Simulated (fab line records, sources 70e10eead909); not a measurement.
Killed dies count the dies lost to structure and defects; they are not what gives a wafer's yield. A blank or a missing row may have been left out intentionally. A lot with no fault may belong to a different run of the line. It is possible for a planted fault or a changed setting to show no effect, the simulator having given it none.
fab line records ; flow nandHarc
record: lots: 6; wafers: 18; lastDay: 23
route steps=1159 shown A_CHANNEL_HOLE_D1@483 A_CHANNEL_FILL_D1@490 END@1159
lots that met no fault: taken from a fault-free run of the same line
startH: hours from the record's first day to the start of the lot's first wafer shown ; waitH: hours since the lot's step before ; " the same as in the row above ; L1.1+2: several wafers, shown together as one row ; - no value, or no start given ; * or withheld: withheld ; < > ~ a bound
route shown NAME@n: names a module that has steps shown in the file, with the first one's number in the route ; usual: mean/standard deviation of fault-free wafers ; same: alike in all rows ; chamber/n: place in a boat ; sites: each site's reading ; _std_site: standard deviation of those values ; _edge_site: mean of outer sites minus mean of inner sites ; radiusMm: how far each site lies from the wafer's centre ; mask NAME#n: copy n ; behind: the most recent tool/chamber to have shaped the wafer ; hold: why the lot was held/for how many hours/how that ended ; device: whichever transistor did not switch (one of n, p or np) ; end of line: the tests these same wafers got at the end of their route ; for a step that has no rows: nothing shown but its recipe ; killed: not the wafer's yield, but the dies lost to structure and defects at the first sort ; map: dies across one wafer; x = killed, . = not, _ = none there
set.NAME: the setting the step ran with; set.NAME@STEP: the setting that earlier step ran with ; model.NAME: the simulator's own value behind a step, which no gauge read
lots seen at some steps along the route; tables by step, rows by wafer
services: the hour from which a tool's chamber was out of use, counted from the record's first day as startH (under 0 if before that day), plus the number of hours and why
== steps ==
step: NHARC_A_CHANNEL_HOLE_D1_ETCH_44
recipe: targetDepthA: 1400; overetchA: 140; timeS: 77; ionEnergyEv: 100; cf4FlowSccm: 80; o2FlowSccm: 20; arFlowSccm: 0; rfW: 300; biasW: 100; chemistry: CF4/O2
usual: biasW: 100.0/0.31; drypumpMotorCurrentA: 5.6/0.46; oesProductAu: 0.998/0.015; rfVppV: 197.5/1.6; showerheadPlenumPTorr: 1.32/0.06; throttleValvePct: 13.397/0.0088
lot.wafer;tool;chamber;startH;waitH;biasW;drypumpMotorCurrentA;oesProductAu;rfHoursCounterH;rfVppV;showerheadPlenumPTorr;throttleValvePct
L375.1;rieDiel-07;2;197.07;0.1;100.4;6.5;1.014;12;195.4;1.30;13.408
L375.5;rieDiel-07;0;197.07;0.1;100.3;5.7;0.994;-;198.1;1.35;13.401
L375.6;rieDiel-07;1;197.07;0.1;100.8;5.5;1.005;-;199.0;1.33;13.403
L378.2;rieDiel-07;2;206.18;0.1;100.0;6.4;1.023;12;197.6;1.30;13.393
L378.4;rieDiel-07;3;206.18;0.1;100.4;5.5;0.984;12;199.0;1.41;13.392
L378.6;rieDiel-07;1;206.18;0.1;99.9;5.6;1.004;-;197.1;1.33;13.394
L379.3;rieDiel-07;0;218.06;0.1;100.2;5.7;0.990;12;197.4;1.34;13.404
L379.4;rieDiel-07;1;218.06;0.1;100.4;5.5;0.992;13;197.0;1.33;13.391
L379.2;rieDiel-07;2;218.06;0.1;100.1;6.5;1.023;13;197.8;1.30;13.392
L388.1;rieDiel-02;1;267.49;0.1;99.9;5.2;0.995;4;196.3;1.25;13.398
L388.3;rieDiel-02;0;267.49;0.1;99.6;5.7;0.992;7;195.2;1.25;13.400
L388.6;rieDiel-02;1;267.49;0.1;100.0;5.2;1.001;-;195.8;1.25;13.394
L391.2;rieDiel-02;1;282.27;0.1;99.9;5.2;0.996;6;196.2;1.25;13.395
L391.1;rieDiel-02;2;282.27;0.1;100.4;6.5;0.999;8;194.2;1.28;13.403
L391.3;rieDiel-02;3;282.27;0.1;99.9;5.1;0.983;8;196.5;1.25;13.403
L393.2;rieDiel-02;3;290.14;0.1;99.4;5.1;0.992;9;197.3;1.25;13.393
L393.6;rieDiel-02;2;290.14;0.1;100.0;6.4;1.005;-;196.5;1.28;13.401
L393.5;rieDiel-02;3;290.14;0.1;99.4;5.1;0.999;-;195.6;1.25;13.397
step: NHARC_A_CHANNEL_HOLE_D1_STRIP_27
recipe: o2FlowSccm: 500; arFlowSccm: 0; biasW: 0; chemistry: O2
usual: drypumpMotorCurrentA: 5.7/0.48; oesProductAu: 0.998/0.016; rfVppV: 57.7/0.92; showerheadPlenumPTorr: 3.49/0.15; throttleValvePct: 17.036/0.0097
same: biasW: 0
lot.wafer;tool;chamber;startH;waitH;drypumpMotorCurrentA;oesProductAu;rfHoursCounterH;rfVppV;showerheadPlenumPTorr;throttleValvePct
L375.1;rieDiel-07;1;-;-;5.6;0.998;12;58.1;3.51;17.041
L375.5;rieDiel-07;2;-;-;6.4;1.019;-;57.5;3.45;17.026
L375.6;rieDiel-07;3;-;-;5.5;0.986;-;57.4;3.73;17.020
L378.4;rieDiel-07;0;-;-;5.7;0.981;11;57.3;3.55;17.040
L378.2;rieDiel-07;1;-;-;5.6;1.001;13;57.9;3.51;17.044
L378.6;rieDiel-07;3;-;-;5.5;0.993;-;58.8;3.73;17.029
L379.2;rieDiel-07;3;-;-;5.5;0.991;13;58.9;3.73;17.029
L379.3;rieDiel-07;0;-;-;5.7;0.987;12;57.6;3.55;17.051
L379.4;rieDiel-07;1;-;-;5.6;0.992;13;57.2;3.51;17.044
L388.3;rieDiel-02;2;-;-;6.5;1.007;7;56.9;3.38;17.029
L388.1;rieDiel-02;3;-;-;5.1;0.979;7;58.4;3.31;17.042
L388.6;rieDiel-02;1;-;-;5.2;0.992;-;58.2;3.32;17.025
L391.2;rieDiel-02;1;-;-;5.2;1.000;6;57.5;3.32;17.038
L391.3;rieDiel-02;2;-;-;6.5;1.019;8;57.6;3.38;17.051
L391.1;rieDiel-02;3;-;-;5.1;0.997;8;56.4;3.31;17.034
L393.2;rieDiel-02;0;-;-;5.7;0.992;9;57.4;3.32;17.041
L393.5;rieDiel-02;1;-;-;5.2;0.993;-;58.3;3.32;17.028
L393.6;rieDiel-02;2;-;-;6.4;1.008;-;56.8;3.38;17.025
step: NHARC_A_CHANNEL_HOLE_D1_PRECLEAN_28
recipe: timeS: *; tempC: 50; bathAgeMin: 0; chemistry: SC1
step: NHARC_A_CHANNEL_HOLE_D1_SRD_29
step: NHARC_A_CHANNEL_HOLE_D1_CD_MEAS_30
usual: cdNm: 90.3/2
lot.wafer;tool;chamber;startH;waitH;cdNm
L375.1;cdSem-02;-;197.84;-;92.1
L375.5;cdSem-02;-;197.84;-;91.5
L375.6;cdSem-02;-;197.84;-;93.8
L378.2;cdSem-02;-;206.96;-;88.9
L378.4;cdSem-02;-;206.96;-;93.5
L378.6;cdSem-02;-;206.96;-;91.3
L379.2;cdSem-02;-;218.89;-;89.1
L379.3;cdSem-02;-;218.89;-;87.9
L379.4;cdSem-02;-;218.89;-;91.6
L388.1;cdSem-01;-;268.28;-;87.8
L388.3;cdSem-01;-;268.28;-;90.0
L388.6;cdSem-01;-;268.28;-;91.3
L391.1;cdSem-02;-;283.06;-;90.0
L391.2;cdSem-02;-;283.06;-;89.6
L391.3;cdSem-02;-;283.06;-;90.2
L393.2;cdSem-01;-;290.95;-;94.7
L393.5;cdSem-01;-;290.95;-;94.7
L393.6;cdSem-01;-;290.95;-;92.0
step: NHARC_A_CHANNEL_HOLE_D1_XSEM_31
recipe: landingEnergyEv: 35000
step: NHARC_A_CHANNEL_HOLE_D1_INSPECT_40
usual: rawDefectCount: 59/17
lot.wafer;tool;chamber;startH;waitH;rawDefectCount
L375.1;defectInspect-01;-;198.03;-;60
L375.5;defectInspect-01;-;198.03;-;57
L375.6;defectInspect-01;-;198.03;-;59
L378.2;defectInspect-01;-;207.16;-;69
L378.4;defectInspect-01;-;207.16;-;66
L378.6;defectInspect-01;-;207.16;-;59
L379.2;defectInspect-02;-;219.08;-;57
L379.3;defectInspect-02;-;219.08;-;68
L379.4;defectInspect-02;-;219.08;-;84
L388.1;defectInspect-02;-;268.48;-;64
L388.3;defectInspect-02;-;268.48;-;65
L388.6;defectInspect-02;-;268.48;-;63
L391.1;defectInspect-01;-;283.24;-;50
L391.2;defectInspect-01;-;283.24;-;63
L391.3;defectInspect-01;-;283.24;-;63
L393.2;defectInspect-01;-;291.14;-;54
L393.5;defectInspect-01;-;291.14;-;62
L393.6;defectInspect-01;-;291.14;-;42
step: NHARC_A_CHANNEL_FILL_D1_PRECLEAN_00
recipe: timeS: *; tempC: 50; bathAgeMin: 0; chemistry: SC1
step: NHARC_A_CHANNEL_FILL_D1_SRD_01
step: NHARC_A_CHANNEL_FILL_D1_ALD_02
recipe: targetThkA: 60; pulseTimeS: 10; aldCycles: 60; tempC: 300; material: SiO2
usual: aldCycles: 60/0; heaterPowerW: 486/59; precursorPulseHeightRel: 0.999/0.018
lot.wafer;tool;chamber;startH;waitH;aldCycles;heaterPowerW;precursorPulseHeightRel
L375.1;aldHk-04;0;198.40;-;60;408;0.976
L375.6;aldHk-04;2;198.40;-;60;414;1.018
L375.5;aldHk-04;3;198.40;-;60;531;0.975
L378.4;aldHk-04;2;207.57;-;60;414;1.000
L378.2;aldHk-04;0;207.57;-;60;399;1.028
L378.6;aldHk-04;2;207.57;-;60;399;0.982
L379.4;aldHk-01;1;219.28;-;60;564;1.018
L379.2;aldHk-01;3;219.28;-;60;514;0.997
L379.3;aldHk-01;0;219.28;-;60;453;0.978
L388.1;aldHk-03;1;271.22;-;60;486;1.012
L388.3;aldHk-03;3;271.22;-;60;499;0.998
L388.6;aldHk-03;1;271.22;-;60;483;1.016
L391.2;aldHk-04;2;283.60;-;60;412;1.029
L391.1;aldHk-04;3;283.60;-;60;550;1.003
L391.3;aldHk-04;0;283.60;-;60;407;1.033
L393.2;aldHk-04;2;291.77;-;60;410;1.016
L393.6;aldHk-04;3;291.77;-;60;546;1.012
L393.5;aldHk-04;0;291.77;-;60;412;1.015
step: NHARC_A_CHANNEL_FILL_D1_ALD_03
recipe: targetThkA: 60; pulseTimeS: 60; aldCycles: 58; tempC: 630; pressureTorr: 2; material: SiNx
usual: aldCycles: 58/0; precursorPulseHeightRel: 0.999/0.018
lot.wafer;tool;chamber;startH;waitH;aldCycles;precursorPulseHeightRel
L375.1;aldSinBatch-01;0;-;-;58;1.007
L375.5;aldSinBatch-01;0;-;-;58;0.974
L375.6;aldSinBatch-01;0;-;-;58;0.995
L378.2;aldSinBatch-02;0;-;-;58;0.991
L378.4;aldSinBatch-02;0;-;-;58;0.981
L378.6;aldSinBatch-02;0;-;-;58;0.975
L379.2;aldSinBatch-02;0;-;-;58;0.987
L379.3;aldSinBatch-02;0;-;-;58;1.018
L379.4;aldSinBatch-02;0;-;-;58;0.976
L388.1;aldSinBatch-03;0;-;-;58;1.000
L388.3;aldSinBatch-03;0;-;-;58;1.018
L388.6;aldSinBatch-03;0;-;-;58;1.013
L391.1;aldSinBatch-02;0;-;-;58;1.026
L391.2;aldSinBatch-02;0;-;-;58;0.978
L391.3;aldSinBatch-02;0;-;-;58;1.021
L393.2;aldSinBatch-02;0;-;-;58;0.967
L393.5;aldSinBatch-02;0;-;-;58;0.997
L393.6;aldSinBatch-02;0;-;-;58;0.994
step: NHARC_A_CHANNEL_FILL_D1_ALD_14
recipe: targetThkA: 25; pulseTimeS: 10; aldCycles: 25; tempC: 300; material: SiO2
usual: aldCycles: 25/0; heaterPowerW: 484/54; precursorPulseHeightRel: 1.003/0.021
lot.wafer;tool;chamber;startH;waitH;aldCycles;heaterPowerW;precursorPulseHeightRel
L375.1;aldHk-04;0;205.37;0.0;25;402;1.003
L375.5;aldHk-04;0;205.37;0.0;25;423;1.036
L375.6;aldHk-04;1;205.37;0.0;25;549;0.971
L378.4;aldHk-01;2;214.50;0.1;25;525;1.027
L378.2;aldHk-01;3;214.50;0.1;25;520;0.973
L378.6;aldHk-01;1;214.50;0.1;25;565;1.011
L379.3;aldHk-03;3;227.14;0.8;25;515;0.975
L379.2;aldHk-03;1;227.14;0.8;25;481;1.021
L379.4;aldHk-03;2;227.14;0.8;25;472;1.023
L388.3;aldHk-01;2;279.19;1.0;25;524;0.994
L388.1;aldHk-01;1;279.19;1.0;25;555;1.000
L388.6;aldHk-01;3;279.19;1.0;25;518;0.968
L391.3;aldHk-01;1;290.66;0.1;25;574;1.001
L391.2;aldHk-01;2;290.66;0.1;25;515;1.020
L391.1;aldHk-01;3;290.66;0.1;25;525;1.035
L393.2;aldHk-03;1;298.98;0.3;25;492;1.026
L393.6;aldHk-03;0;298.98;0.3;25;404;1.007
L393.5;aldHk-03;1;298.98;0.3;25;482;0.991
step: NHARC_A_CHANNEL_FILL_D1_ALD_15
recipe: targetThkA: 20; pulseTimeS: 60; aldCycles: 19; tempC: 630; pressureTorr: 2; material: SiNx
usual: aldCycles: 19/0; precursorPulseHeightRel: 0.999/0.02
lot.wafer;tool;chamber;startH;waitH;aldCycles;precursorPulseHeightRel
L375.1;aldSinBatch-01;0;208.49;-;19;0.998
L375.5;aldSinBatch-01;0;208.49;-;19;1.006
L375.6;aldSinBatch-01;0;208.49;-;19;1.018
L378.2;aldSinBatch-01;0;217.59;-;24;0.972
L378.4;aldSinBatch-01;0;217.59;-;24;0.967
L378.6;aldSinBatch-01;0;217.59;-;24;0.981
L379.2;aldSinBatch-01;0;230.26;-;24;0.986
L379.3;aldSinBatch-01;0;230.26;-;24;1.035
L379.4;aldSinBatch-01;0;230.26;-;24;1.022
L388.1;aldSinBatch-03;0;282.34;-;19;1.014
L388.3;aldSinBatch-03;0;282.34;-;19;1.017
L388.6;aldSinBatch-03;0;282.34;-;19;1.015
L391.1;aldSinBatch-01;0;293.75;-;19;0.983
L391.2;aldSinBatch-01;0;293.75;-;19;0.998
L391.3;aldSinBatch-01;0;293.75;-;19;0.993
L393.2;aldSinBatch-01;0;301.84;-;19;1.001
L393.5;aldSinBatch-01;0;301.84;-;19;0.983
L393.6;aldSinBatch-01;0;301.84;-;19;0.962
step: NHARC_A_CHANNEL_FILL_D1_ALD_16
recipe: targetThkA: 15; pulseTimeS: 10; aldCycles: 15; tempC: 300; material: SiO2
step: NHARC_END_SORT_01
recipe: tempC: 25
usual: killedAtArray: 26/9.7; killedAtOther: 1.0/1.2; killedAtPeriphery: 3.9/2.6; killedDies: 31/9.7; killedOpen: 3.2/1.8; killedShort: 2.0/1.3
same: grossDies: 677
lot.wafer;tool;chamber;startH;waitH;killedAtArray;killedAtOther;killedAtPeriphery;killedDies;killedOpen;killedShort
L375.1;prober-01;0;452.90;2.5;22;0;2;24;3;0
L375.5;prober-01;0;456.13;3.7;24;0;1;25;2;4
L375.6;prober-01;0;456.94;4.0;24;2;1;27;4;2
L378.2;prober-02;0;461.43;2.8;37;0;4;41;1;2
L378.4;prober-02;0;463.04;3.4;31;0;3;34;4;2
L378.6;prober-02;0;464.66;4.0;22;2;6;30;5;2
L379.2;prober-01;0;478.60;2.8;28;4;2;34;3;1
L379.3;prober-01;0;479.40;3.1;25;3;0;28;0;2
L379.4;prober-01;0;480.21;3.4;32;0;3;35;7;2
L388.1;prober-02;0;515.36;2.5;27;0;1;28;3;1
L388.3;prober-02;0;516.93;3.1;30;0;3;33;4;1
L388.6;prober-02;0;519.30;3.9;31;0;1;32;6;3
L391.1;prober-02;0;542.24;2.5;7;0;7;14;2;1
L391.2;prober-02;0;543.05;2.8;17;1;5;23;8;0
L391.3;prober-02;0;543.85;3.1;15;2;5;22;5;2
L393.2;prober-01;0;558.46;2.8;47;2;1;50;5;2
L393.5;prober-01;0;560.88;3.7;44;0;2;46;6;2
L393.6;prober-01;0;561.69;4.0;38;1;5;44;2;4
killed by level:class
L375.1 A_CHANNEL_HOLE_D1:chamberFilmFlake=12 A_ZERO_WELL:chamberFilmFlake=3 A_CHANNEL_FILL_D1:geometricParticle:open=1 A_CONTACT:geometricParticle:open=1 A_M0:geometricParticle:open=1 P_STI:chamberFilmFlake=1 P_CONTACT:chamberFilmFlake=1 A_STAIRCASE:chamberFilmFlake=1
L375.5 A_CHANNEL_HOLE_D1:chamberFilmFlake=12 A_CONTACT:chamberFilmFlake=3 A_STAIRCASE:chamberFilmFlake=2 P_STI:geometricParticle:short=1 A_ONON_D1:geometricParticle:short=1 A_CHANNEL_FILL_D1:geometricParticle:short=1 A_WL_FILL:geometricParticle:open=1 A_CONTACT:geometricParticle:open=1
L375.6 A_CHANNEL_HOLE_D1:chamberFilmFlake=12 A_SLIT:chamberFilmFlake=3 A_WL_FILL:geometricParticle:open=2 A_STAIRCASE:chamberFilmFlake=2 THIN_TSV:chamberFilmFlake=2 P_M0:geometricParticle:open=1 A_CHANNEL_FILL_D1:geometricParticle:short=1 A_WL_FILL:geometricParticle:short=1
L378.2 A_CHANNEL_HOLE_D1:chamberFilmFlake=16 A_SLIT:chamberFilmFlake=12 A_M1:chamberFilmFlake=5 P_M0:chamberFilmFlake=2 A_CONTACT:chamberFilmFlake=2 P_M0:geometricParticle:open=1 P_M1:geometricParticle:short=1 A_CHANNEL_FILL_D1:geometricParticle:short=1
L378.4 A_CHANNEL_HOLE_D1:chamberFilmFlake=13 A_SLIT:chamberFilmFlake=5 A_M1:chamberFilmFlake=5 P_M0:chamberFilmFlake=2 P_M0:geometricParticle:open=1 A_SOURCE_PLATE:geometricParticle:open=1 A_CHANNEL_HOLE_D1:geometricParticle:short=1 A_CHANNEL_FILL_D1:geometricParticle:open=1
L378.6 A_SLIT:chamberFilmFlake=8 A_CHANNEL_HOLE_D1:chamberFilmFlake=7 P_M0:geometricParticle:short=2 A_CHANNEL_FILL_D1:chamberFilmFlake=2 A_CONTACT:chamberFilmFlake=2 P_M2:geometricParticle:open=1 A_ONON_D1:geometricParticle:open=1 A_CONTACT:geometricParticle:open=1
L379.2 A_SLIT:chamberFilmFlake=12 A_CHANNEL_HOLE_D1:chamberFilmFlake=10 THIN_TSV:chamberFilmFlake=3 A_CONTACT:chamberFilmFlake=2 P_M0:geometricParticle:open=1 A_SOURCE_PLATE:geometricParticle:short=1 A_ONON_D1:geometricParticle:open=1 STARTING-WAFER:geometricParticle:open=1
L379.3 A_CHANNEL_HOLE_D1:chamberFilmFlake=10 A_SLIT:chamberFilmFlake=9 A_STAIRCASE:chamberFilmFlake=3 THIN_TSV:chamberFilmFlake=3 A_ONON_D1:geometricParticle:short=1 A_CHANNEL_FILL_D1:geometricParticle:short=1 A_CHANNEL_FILL_D1:chamberFilmFlake=1
L379.4 A_CHANNEL_HOLE_D1:chamberFilmFlake=12 A_SLIT:chamberFilmFlake=8 A_ONON_D1:geometricParticle:open=3 A_STAIRCASE:chamberFilmFlake=3 A_BLC:geometricParticle:open=2 P_M1:geometricParticle:open=1 A_ONON_D1:geometricParticle:short=1 A_CHANNEL_FILL_D1:geometricParticle:short=1
L388.1 A_CHANNEL_HOLE_D1:chamberFilmFlake=15 A_CONTACT:chamberFilmFlake=5 A_STAIRCASE:chamberFilmFlake=2 A_ONON_D1:geometricParticle:short=1 A_ONON_D1:geometricParticle:open=1 A_CHANNEL_FILL_D1:geometricParticle:open=1 A_CONTACT:geometricParticle:open=1 P_GATE:chamberFilmFlake=1
L388.3 A_CHANNEL_HOLE_D1:chamberFilmFlake=19 A_CONTACT:chamberFilmFlake=3 P_ZERO_WELL:chamberFilmFlake=2 A_STAIRCASE:chamberFilmFlake=2 P_GATE:geometricParticle:open=1 A_CHANNEL_HOLE_D1:geometricParticle:open=1 A_SGD_CUT:geometricParticle:short=1 A_CONTACT:geometricParticle:open=1
L388.6 A_CHANNEL_HOLE_D1:chamberFilmFlake=18 A_CONTACT:chamberFilmFlake=3 A_CHANNEL_FILL_D1:geometricParticle:open=2 A_WL_FILL:geometricParticle:open=2 A_SOURCE_PLATE:geometricParticle:short=1 A_ONON_D1:geometricParticle:open=1 A_CHANNEL_HOLE_D1:geometricParticle:short=1 A_SLIT:geometricParticle:short=1
L391.1 P_M2:chamberFilmFlake=7 A_CHANNEL_HOLE_D1:chamberFilmFlake=2 A_CONTACT:geometricParticle:open=1 A_M1:geometricParticle:open=1 A_M1:geometricParticle:short=1 A_SLIT:chamberFilmFlake=1 A_CONTACT:chamberFilmFlake=1
L391.2 A_CHANNEL_HOLE_D1:chamberFilmFlake=8 P_M2:chamberFilmFlake=4 A_CHANNEL_FILL_D1:geometricParticle:open=3 P_GATE:geometricParticle:open=1 A_ONON_D1:geometricParticle:open=1 A_CONTACT:geometricParticle:open=1 A_BLC:geometricParticle:open=1 A_M0:geometricParticle:open=1
L391.3 A_CHANNEL_HOLE_D1:chamberFilmFlake=5 P_M2:chamberFilmFlake=4 A_CHANNEL_HOLE_D1:geometricParticle:open=3 A_SLIT:chamberFilmFlake=2 A_ONON_D1:geometricParticle:short=1 A_SGD_CUT:geometricParticle:short=1 A_M0:geometricParticle:open=1 P_GATE:chamberFilmFlake=1
L393.2 A_SLIT:chamberFilmFlake=19 A_CHANNEL_HOLE_D1:chamberFilmFlake=5 A_CONTACT:chamberFilmFlake=4 A_BLC:chamberFilmFlake=4 A_WL_FILL:chamberFilmFlake=3 A_CONTACT:geometricParticle:open=2 A_STAIRCASE:chamberFilmFlake=2 A_M1:chamberFilmFlake=2
L393.5 A_SLIT:chamberFilmFlake=12 A_CHANNEL_HOLE_D1:chamberFilmFlake=9 A_CONTACT:chamberFilmFlake=7 A_SGD_CUT:chamberFilmFlake=4 A_ONON_D1:geometricParticle:open=2 A_M1:chamberFilmFlake=2 P_GATE:geometricParticle:open=1 A_ONON_D1:geometricParticle:short=1
L393.6 A_SLIT:chamberFilmFlake=13 A_CHANNEL_HOLE_D1:chamberFilmFlake=5 A_STAIRCASE:chamberFilmFlake=4 A_CONTACT:chamberFilmFlake=4 A_BLC:chamberFilmFlake=4 A_SGD_CUT:chamberFilmFlake=3 A_CONTACT:geometricParticle:short=2 P_ZERO_WELL:chamberFilmFlake=2
== services ==
tool;chamber;startH;hours;kind
rieDiel-02;1;181.34;9.4;repair
rieDiel-07;0;182.70;-;clean
rieDiel-07;1;182.70;-;clean
rieDiel-07;2;182.70;-;clean
rieDiel-07;3;182.70;-;clean
rieDiel-02;0;184.20;-;clean
rieDiel-02;2;184.20;-;clean
rieDiel-02;3;184.20;-;clean
aldHk-01;-;184.31;1.1;repair
aldHk-04;-;186.00;10.0;pm
rieDiel-07;0;207.20;-;clean
rieDiel-07;1;207.20;-;clean
rieDiel-07;2;207.20;-;clean
rieDiel-07;3;207.20;-;clean
rieDiel-02;0;208.70;-;clean
rieDiel-07;1;220.01;5.2;repair
rieDiel-02;1;220.25;10.4;repair
rieDiel-07;-;228.20;9.0;pm
rieDiel-02;1;236.55;9.9;repair
aldHk-03;-;243.98;1.1;repair
rieDiel-07;2;245.97;3.8;repair
rieDiel-02;1;251.87;4.1;repair
rieDiel-02;-;257.21;0.9;repair
rieDiel-07;1;276.71;1.2;repair
== key ==
firstSign: step: NHARC_A_CHANNEL_FILL_D1_ALD_15; reading: aldCycles; direction: up; sigmas: 99+; usual: 19; struck: 24
effect none on later readings
metAt NHARC_A_CHANNEL_FILL_D1_ALD_15
struckWafers L378.2,L378.4,L378.6,L379.2,L379.3,L379.4
testerLeftOut L378,L379
onsetBetween 208.49 217.59
fault: kind: processParameterDrift; tool: aldSinBatch-01; chamber: -; onsetH: 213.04; steps: NHARC_A_CHANNEL_FILL_D1_ALD_15; channel: aldCycles; offset: 5; shape: step; endH: 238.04; actsIn: theseRecipesOnly; stated: 19
testerLeftOut: of these lots the tester's yield and bins aren't shown, on N5 and GAA mostly nor the transistor test; their killed dies are dies lost to structure and defects alone, not to doping, threshold or leakage, so they don't give the yield
